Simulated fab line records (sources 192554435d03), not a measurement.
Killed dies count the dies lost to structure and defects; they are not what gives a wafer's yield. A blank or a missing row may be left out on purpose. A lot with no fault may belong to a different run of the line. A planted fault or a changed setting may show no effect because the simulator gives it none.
Split-lot experiment || flow n5 finfet || on a route of 1938 steps: 7 lots, 39 wafers read

## ON THE SPLIT
At N5_DUMMY_GATE_ETCH_32 (etches SiO2 in CF4, target depth 3.5 nm, time 3.9 s), the setting time s was moved away from the recipe's 3.9 s on 12 of the 39 wafers read, by -7.5% to +16.5%. For the rest of the wafers, this setting stayed at what the recipe calls for.

The split's own step is where the reading is taken.

## THE READING
etch.depth nm (the simulator's own value, which no gauge read), in nm, at N5_DUMMY_GATE_ETCH_32 (etches SiO2 in CF4, target depth 3.5 nm, time 3.9 s). The file does not state a usual value for it. The 27 wafers here that ran the recipe average 3.509 nm, standard deviation 0.1 nm.

{"wafer": "L075.1", "tool, chamber at the split": "rie si-05, 2", "time s as run, s": 3.9, "against the recipe": "recipe", "etch.depth nm, nm": 3.514, "against lot-mates on the recipe": "-"}
{"wafer": "L075.2", "tool, chamber at the split": "rie si-05, 1", "time s as run, s": 3.9, "against the recipe": "recipe", "etch.depth nm, nm": 3.663, "against lot-mates on the recipe": "-"}
{"wafer": "L075.3", "tool, chamber at the split": "rie si-05, 1", "time s as run, s": 3.9, "against the recipe": "recipe", "etch.depth nm, nm": 3.673, "against lot-mates on the recipe": "-"}
{"wafer": "L075.4", "tool, chamber at the split": "rie si-05, 2", "time s as run, s": 3.9, "against the recipe": "recipe", "etch.depth nm, nm": 3.507, "against lot-mates on the recipe": "-"}
{"wafer": "L075.5", "tool, chamber at the split": "rie si-05, 2", "time s as run, s": 3.9, "against the recipe": "recipe", "etch.depth nm, nm": 3.5, "against lot-mates on the recipe": "-"}
{"wafer": "L075.6", "tool, chamber at the split": "rie si-05, 1", "time s as run, s": 3.9, "against the recipe": "recipe", "etch.depth nm, nm": 3.64, "against lot-mates on the recipe": "-"}
{"wafer": "L079.1", "tool, chamber at the split": "rie si-05, 1", "time s as run, s": 3.606, "against the recipe": "-7.5%", "etch.depth nm, nm": 3.337, "against lot-mates on the recipe": -0.195}
{"wafer": "L079.2", "tool, chamber at the split": "rie si-05, 2", "time s as run, s": 3.9, "against the recipe": "recipe", "etch.depth nm, nm": 3.46, "against lot-mates on the recipe": "-"}
{"wafer": "L079.3", "tool, chamber at the split": "rie si-05, 0", "time s as run, s": 3.9, "against the recipe": "recipe", "etch.depth nm, nm": 3.561, "against lot-mates on the recipe": "-"}
{"wafer": "L079.4", "tool, chamber at the split": "rie si-05, 2", "time s as run, s": 3.606, "against the recipe": "-7.5%", "etch.depth nm, nm": 3.164, "against lot-mates on the recipe": -0.368}
{"wafer": "L079.5", "tool, chamber at the split": "rie si-05, 0", "time s as run, s": 3.9, "against the recipe": "recipe", "etch.depth nm, nm": 3.574, "against lot-mates on the recipe": "-"}
{"wafer": "L079.6", "tool, chamber at the split": "rie si-05, 1", "time s as run, s": 3.606, "against the recipe": "-7.5%", "etch.depth nm, nm": 3.302, "against lot-mates on the recipe": -0.230}
{"wafer": "L081.1", "tool, chamber at the split": "rie si-04, 2", "time s as run, s": 3.9, "against the recipe": "recipe", "etch.depth nm, nm": 3.487, "against lot-mates on the recipe": "-"}
{"wafer": "L081.3", "tool, chamber at the split": "rie si-04, 1", "time s as run, s": 3.9, "against the recipe": "recipe", "etch.depth nm, nm": 3.438, "against lot-mates on the recipe": "-"}
{"wafer": "L081.5", "tool, chamber at the split": "rie si-04, 2", "time s as run, s": 3.9, "against the recipe": "recipe", "etch.depth nm, nm": 3.494, "against lot-mates on the recipe": "-"}
{"wafer": "L083.1", "tool, chamber at the split": "rie si-04, 1", "time s as run, s": 4.146, "against the recipe": "+6.3%", "etch.depth nm, nm": 3.718, "against lot-mates on the recipe": "+0.250"}
{"wafer": "L083.2", "tool, chamber at the split": "rie si-04, 0", "time s as run, s": 3.9, "against the recipe": "recipe", "etch.depth nm, nm": 3.425, "against lot-mates on the recipe": "-"}
{"wafer": "L083.3", "tool, chamber at the split": "rie si-04, 3", "time s as run, s": 3.9, "against the recipe": "recipe", "etch.depth nm, nm": 3.568, "against lot-mates on the recipe": "-"}
{"wafer": "L083.4", "tool, chamber at the split": "rie si-04, 2", "time s as run, s": 4.146, "against the recipe": "+6.3%", "etch.depth nm, nm": 3.737, "against lot-mates on the recipe": "+0.269"}
{"wafer": "L083.5", "tool, chamber at the split": "rie si-04, 3", "time s as run, s": 4.146, "against the recipe": "+6.3%", "etch.depth nm, nm": 3.792, "against lot-mates on the recipe": "+0.324"}
{"wafer": "L083.6", "tool, chamber at the split": "rie si-04, 0", "time s as run, s": 3.9, "against the recipe": "recipe", "etch.depth nm, nm": 3.41, "against lot-mates on the recipe": "-"}
{"wafer": "L084.1", "tool, chamber at the split": "rie si-05, 0", "time s as run, s": 3.9, "against the recipe": "recipe", "etch.depth nm, nm": 3.576, "against lot-mates on the recipe": "-"}
{"wafer": "L084.2", "tool, chamber at the split": "rie si-05, 3", "time s as run, s": 4.544, "against the recipe": "+16.5%", "etch.depth nm, nm": 4.179, "against lot-mates on the recipe": "+0.676"}
{"wafer": "L084.3", "tool, chamber at the split": "rie si-05, 1", "time s as run, s": 4.544, "against the recipe": "+16.5%", "etch.depth nm, nm": 4.232, "against lot-mates on the recipe": "+0.729"}
{"wafer": "L084.4", "tool, chamber at the split": "rie si-05, 2", "time s as run, s": 3.9, "against the recipe": "recipe", "etch.depth nm, nm": 3.462, "against lot-mates on the recipe": "-"}
{"wafer": "L084.5", "tool, chamber at the split": "rie si-05, 2", "time s as run, s": 3.9, "against the recipe": "recipe", "etch.depth nm, nm": 3.47, "against lot-mates on the recipe": "-"}
{"wafer": "L084.6", "tool, chamber at the split": "rie si-05, 1", "time s as run, s": 4.544, "against the recipe": "+16.5%", "etch.depth nm, nm": 4.229, "against lot-mates on the recipe": "+0.726"}
{"wafer": "L087.1", "tool, chamber at the split": "rie si-02, 3", "time s as run, s": 3.9, "against the recipe": "recipe", "etch.depth nm, nm": 3.601, "against lot-mates on the recipe": "-"}
{"wafer": "L087.2", "tool, chamber at the split": "rie si-02, 0", "time s as run, s": 3.9, "against the recipe": "recipe", "etch.depth nm, nm": 3.489, "against lot-mates on the recipe": "-"}
{"wafer": "L087.3", "tool, chamber at the split": "rie si-02, 2", "time s as run, s": 3.9, "against the recipe": "recipe", "etch.depth nm, nm": 3.336, "against lot-mates on the recipe": "-"}
{"wafer": "L087.4", "tool, chamber at the split": "rie si-02, 1", "time s as run, s": 3.9, "against the recipe": "recipe", "etch.depth nm, nm": 3.22, "against lot-mates on the recipe": "-"}
{"wafer": "L087.5", "tool, chamber at the split": "rie si-02, 0", "time s as run, s": 3.9, "against the recipe": "recipe", "etch.depth nm, nm": 3.502, "against lot-mates on the recipe": "-"}
{"wafer": "L087.6", "tool, chamber at the split": "rie si-02, 3", "time s as run, s": 3.9, "against the recipe": "recipe", "etch.depth nm, nm": 3.632, "against lot-mates on the recipe": "-"}
{"wafer": "L088.1", "tool, chamber at the split": "rie si-04, 1", "time s as run, s": 4.19, "against the recipe": "+7.4%", "etch.depth nm, nm": 3.751, "against lot-mates on the recipe": "+0.241"}
{"wafer": "L088.2", "tool, chamber at the split": "rie si-04, 3", "time s as run, s": 4.19, "against the recipe": "+7.4%", "etch.depth nm, nm": 3.844, "against lot-mates on the recipe": "+0.334"}
{"wafer": "L088.3", "tool, chamber at the split": "rie si-04, 0", "time s as run, s": 3.9, "against the recipe": "recipe", "etch.depth nm, nm": 3.39, "against lot-mates on the recipe": "-"}
{"wafer": "L088.4", "tool, chamber at the split": "rie si-04, 2", "time s as run, s": 3.9, "against the recipe": "recipe", "etch.depth nm, nm": 3.571, "against lot-mates on the recipe": "-"}
{"wafer": "L088.5", "tool, chamber at the split": "rie si-04, 0", "time s as run, s": 4.19, "against the recipe": "+7.4%", "etch.depth nm, nm": 3.656, "against lot-mates on the recipe": "+0.146"}
{"wafer": "L088.6", "tool, chamber at the split": "rie si-04, 3", "time s as run, s": 3.9, "against the recipe": "recipe", "etch.depth nm, nm": 3.568, "against lot-mates on the recipe": "-"}

FIT RESULTS
A straight line over all 39 wafers: etch.depth nm changes by +0.0393 nm for each +1% of time s; r = +0.92; the points scatter about the line by 0.095 nm.
The same after taking each lot's own level away (the mean of its wafers on the recipe; 39 wafers): +0.0405 nm for each +1%; r = +0.93; scatter 0.086 nm.
On that fit, the largest move of time s shifts the reading by 0.67 nm.
Measured against the standard deviation above, the lots' own levels, which go from 3.4633 to 3.5828 nm, span 1.2 times it.
So the lot-to-lot level changes the slope little: the two slopes agree.
Check: for one of the wafers moved furthest among these (+16.5%), held out of the fit, the line's prediction against its lot-mates is +0.672 nm. It came out at +0.676 nm against them.

## OTHER SPLITS ON THESE WAFERS
Note: prior to the reading, these wafers also went through further splits. Each is held against what the fit with the lots' levels taken away leaves over:
{"other split on the same wafers": "N5_FIN_CUT_CUT_ETCH_15 time s", "wafers away from the commonest value": 18, "r with etch.depth nm (lot level and that fit taken away)": -0.06}
{"other split on the same wafers": "N5_DUMMY_GATE_CVD_03 target thk a", "wafers away from the commonest value": 30, "r with etch.depth nm (lot level and that fit taken away)": -0.17}

## FILE'S OWN FIT
etch.depth nm changes by +0.0407 nm for each +1% of time s, r = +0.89.
